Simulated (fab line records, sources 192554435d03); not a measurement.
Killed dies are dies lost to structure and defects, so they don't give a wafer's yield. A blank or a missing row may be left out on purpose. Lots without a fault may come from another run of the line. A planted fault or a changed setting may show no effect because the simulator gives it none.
Which tool did it? | flow n5_finfet | 12 lots, 35 wafers sampled, at 5 steps of a route of 1938

WHAT THE GAUGES READ, wafer by wafer
N5_BEOL_M11_CD_MEAS_11: target cd 64.1 nm. Usual: cd_nm 64.1 nm, standard deviation 0.49.
lot  | measured     | on        | cd_nm (nm)     | flag
L855 | day 10 14:05 | cd_sem-02 | 64.1 63.4 64.4 |
L856 | day 10 21:17 | cd_sem-01 | 63.7 64.0 64.1 |
L858 | day 11 00:57 | cd_sem-03 | 63.9 64.0 63.5 |
L857 | day 11 04:46 | cd_sem-02 | 63.5 64.3 64.3 |
L860 | day 12 10:31 | cd_sem-03 | 64.3 64.3 64.6 |
L859 | day 12 10:41 | cd_sem-01 | 64.6 64.3      |
L861 | day 12 17:43 | cd_sem-02 | 63.9 64.5 63.2 |
L865 | day 13 22:27 | cd_sem-01 | 64.3 65.0 64.5 |
L872 | day 15 09:22 | cd_sem-02 | 64.2 64.2 65.0 |
L875 | day 16 05:20 | cd_sem-01 | 63.3 63.5 64.3 |
L878 | day 16 15:00 | cd_sem-03 | 64.1 63.6 63.5 |
L876 | day 16 18:42 | cd_sem-01 | 63.5 63.6 63.6 |

N5_BEOL_M11_OVL_MEAS_12. Usual: M11_OVL 0.0 nm, standard deviation 0.97.
lot  | measured     | on         | M11_OVL (nm)   | flag
L855 | day 10 14:07 | overlay-02 | -0.2 0.8 0.5   |
L856 | day 10 21:19 | overlay-02 | -1.0 -0.4 -0.8 |
L858 | day 11 00:59 | overlay-02 | 1.0 0.4 1.1    |
L857 | day 11 04:48 | overlay-01 | -1.0 0.1 0.1   |
L860 | day 12 10:33 | overlay-01 | 0.9 -1.2 0.3   |
L859 | day 12 10:43 | overlay-02 | -1.7 -1.4      |
L861 | day 12 17:44 | overlay-02 | 0.9 0.9 -0.9   |
L865 | day 13 22:29 | overlay-02 | 4.9 4.3 5.4    | OFF
L872 | day 15 09:23 | overlay-01 | 6.5 6.0 7.1    | OFF
L875 | day 16 05:22 | overlay-01 | 0.7 -0.3 0.4   |
L878 | day 16 15:02 | overlay-02 | -0.3 0.0 1.4   |
L876 | day 16 18:44 | overlay-02 | 0.3 0.5 1.0    |

WHICH TOOL RAN EACH LOT (tool, then ch and the chambers of the sampled wafers, then the start)
lot  | N5_BEOL_M10_CURE_72           | N5_BEOL_M10_ANNEAL_51            | N5_BEOL_M11_EXPOSE_08
L855 | uv_cure-01 ch 0, day 10 09:34 | rtp_anneal-02 ch 0, day 10 11:26 | arfi_scanner-02 ch 0, day 10 13:59
L856 | uv_cure-03 ch 0, day 10 16:49 | rtp_anneal-02 ch 0, day 10 18:17 | arfi_scanner-02 ch 0, day 10 21:09
L858 | uv_cure-03 ch 2, day 10 20:30 | rtp_anneal-02 ch 0, day 10 22:38 | arfi_scanner-02 ch 0, day 11 00:50
L857 | uv_cure-02 ch 2, day 10 23:25 | rtp_anneal-02 ch 0, day 11 01:14 | arfi_scanner-01 ch 0, day 11 04:39
L860 | uv_cure-03 ch 1, day 12 05:26 | rtp_anneal-02 ch 0, day 12 07:20 | arfi_scanner-03 ch 0, day 12 10:24
L859 | uv_cure-01 ch 1, day 12 05:39 | rtp_anneal-02 ch 0, day 12 07:34 | arfi_scanner-01 ch 0, day 12 10:34
L861 | uv_cure-02 ch 1, day 12 13:55 | rtp_anneal-01 ch 0, day 12 15:20 | arfi_scanner-02 ch 0, day 12 17:35
L865 | uv_cure-01 ch 2, day 13 14:52 | rtp_anneal-02 ch 0, day 13 19:02 | arfi_scanner-02 ch 0, day 13 22:20
L872 | uv_cure-01 ch 0, day 15 03:08 | rtp_anneal-01 ch 0, day 15 05:14 | arfi_scanner-02 ch 0, day 15 09:14
L875 | uv_cure-03 ch 1, day 15 23:19 | rtp_anneal-02 ch 0, day 16 01:20 | arfi_scanner-03 ch 0, day 16 05:13
L878 | uv_cure-03 ch 0, day 16 08:34 | rtp_anneal-01 ch 0, day 16 11:29 | arfi_scanner-01 ch 0, day 16 14:53
L876 | uv_cure-01 ch 2, day 16 13:15 | rtp_anneal-02 ch 0, day 16 15:37 | arfi_scanner-01 ch 0, day 16 18:35
- N5_BEOL_M10_CURE_72: cures SiCOH lowk, time 120 s.
- N5_BEOL_M10_ANNEAL_51: time 90 s.
- N5_BEOL_M11_EXPOSE_08: exposes mask M11.

WHAT THE TOOLS THEMSELVES READ (means of the sampled wafers that have a number; where no wafer has one, the mark that the record gives instead)
N5_BEOL_M10_CURE_72. Usual: lamp_power_pct 52.31 %, standard deviation 0.056; wafer_temp_C_max 371.6, standard deviation 0.63.
lot  | tool       | lamp_power_pct (%) | wafer_temp_C_max | flag
L855 | uv_cure-01 | 52.30              | 371.1            |
L856 | uv_cure-03 | 52.33              | 371.1            |
L858 | uv_cure-03 | 52.33              | 371.6            |
L857 | uv_cure-02 | 52.33              | 372.4            |
L860 | uv_cure-03 | 52.32              | 371.3            |
L859 | uv_cure-01 | 52.27              | 371.4            |
L861 | uv_cure-02 | 52.36              | 371.2            |
L865 | uv_cure-01 | 52.33              | 372.1            |
L872 | uv_cure-01 | 52.31              | 371.2            |
L875 | uv_cure-03 | 52.32              | 371.3            |
L878 | uv_cure-03 | 52.27              | 371.1            |
L876 | uv_cure-01 | 52.31              | 371.4            |

N5_BEOL_M10_ANNEAL_51. Usual: wafer_temp_C_max 225.86, standard deviation 0.26.
lot  | tool          | wafer_temp_C_max | flag
L855 | rtp_anneal-02 | 226.10           |
L856 | rtp_anneal-02 | 225.94           |
L858 | rtp_anneal-02 | 225.84           |
L857 | rtp_anneal-02 | 225.82           |
L860 | rtp_anneal-02 | 225.75           |
L859 | rtp_anneal-02 | 225.61           |
L861 | rtp_anneal-01 | 225.49           |
L865 | rtp_anneal-02 | 225.94           |
L872 | rtp_anneal-01 | 226.06           |
L875 | rtp_anneal-02 | 225.91           |
L878 | rtp_anneal-01 | 225.82           |
L876 | rtp_anneal-02 | 225.64           |

THE ANSWER, worked out from the rows above alone
Rule: a lot is off if the mean of its wafers that have a number lies more than 3 standard deviations from the usual mean. A lot without any number at a reading at which 4 lots or more have one is off too. The other lots that the step has rows for count as sound. The gauges are gone through in route order, then the tools' own readings, and for those a lot's mean is taken as printed above. The first step at which some lot is off is used, and at that step the reading that is off furthest; a lot without a number counts as furthest.
Off: L865, L872, at N5_BEOL_M11_OVL_MEAS_12 (M11_OVL).
A tool fits if, at a process step before that reading, it ran every lot that is off, and no sound lot after the first of them. The gauges at N5_BEOL_M11_OVL_MEAS_12 are tried like those tools. One fits: arfi_scanner-02 at N5_BEOL_M11_EXPOSE_08. Its last sound lot is L861 (day 12 17:35), its first lot that is off L865 (day 13 22:20): a fault that began between those two fits.

WHAT THE SIMULATOR HAD PUT IN
Scanner matching overlay: arfi_scanner-02, from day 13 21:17 on, at N5_BEOL_M11_EXPOSE_08. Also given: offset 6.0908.
Lots struck among those shown: L865, L872. The rule above found the same.
